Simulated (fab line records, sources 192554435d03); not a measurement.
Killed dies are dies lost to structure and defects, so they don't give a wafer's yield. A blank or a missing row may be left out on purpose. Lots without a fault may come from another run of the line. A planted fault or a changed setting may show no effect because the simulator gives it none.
Chamber matching | flow n5_finfet | N5_BEOL_M3_STRIP_66 on rie_diel-02: 4 sister chambers
The step strips in CF4. 8 wafers are shown with their chamber, then 11 later ones without.

WAFERS WITH THEIR CHAMBER
wafer  | chamber | showerhead_plenum_p_Torr (Torr) | drypump_motor_current_A (A)
L078.6 | 3       | 1.78                            | 6.15
L081.4 | 2       | 1.77                            | 5.98
L081.6 | 3       | 1.78                            | 6.15
L083.3 | 0       | 1.79                            | 5.47
L083.6 | 2       | 1.76                            | 5.96
L085.3 | 0       | 1.79                            | 5.47
L085.6 | 1       | 1.89                            | 5.97
L086.1 | 1       | 1.89                            | 5.97

WAFERS WITHOUT THEIR CHAMBER
wafer  | showerhead_plenum_p_Torr (Torr) | drypump_motor_current_A (A)
L086.2 | 1.79                            | 5.57
L086.5 | 1.79                            | 5.53
L090.2 | 1.88                            | 5.97
L090.5 | 1.76                            | 5.94
L090.6 | 1.88                            | 5.95
L095.3 | 1.88                            | 5.97
L095.4 | 1.78                            | 5.50
L095.5 | 1.78                            | 5.47
L097.1 | 1.77                            | 6.15
L097.2 | 1.78                            | 5.47
L097.6 | 1.76                            | 5.93

WHICH CHAMBER EACH WENT THROUGH
wafer  | from the rows above | in truth
L086.2 | 0                   | 0
L086.5 | 0                   | 0
L090.2 | 1                   | 1
L090.5 | 2                   | 2
L090.6 | 1                   | 1
L095.3 | 1                   | 1
L095.4 | 0                   | 0
L095.5 | 0                   | 0
L097.1 | 3                   | 3
L097.2 | 0                   | 0
L097.6 | 2                   | 2
Placed correctly: 11 of 11. Can't be placed from these rows: 0. Placed wrongly: 0.
How it was worked out, from the rows above alone: a wafer's distance from a chamber is the root of the sum, over the readings, of the square of ((its reading less the chamber's mean) divided by the reading's scatter). The wafer belongs to the nearest chamber; if the next one is less than 2 further off, it can't be placed. A chamber's mean is the mean of its shown wafers. The scatter: the root of (the sum of the squares of (reading less its chamber's mean) over the shown wafers, divided by (wafers less chambers)).
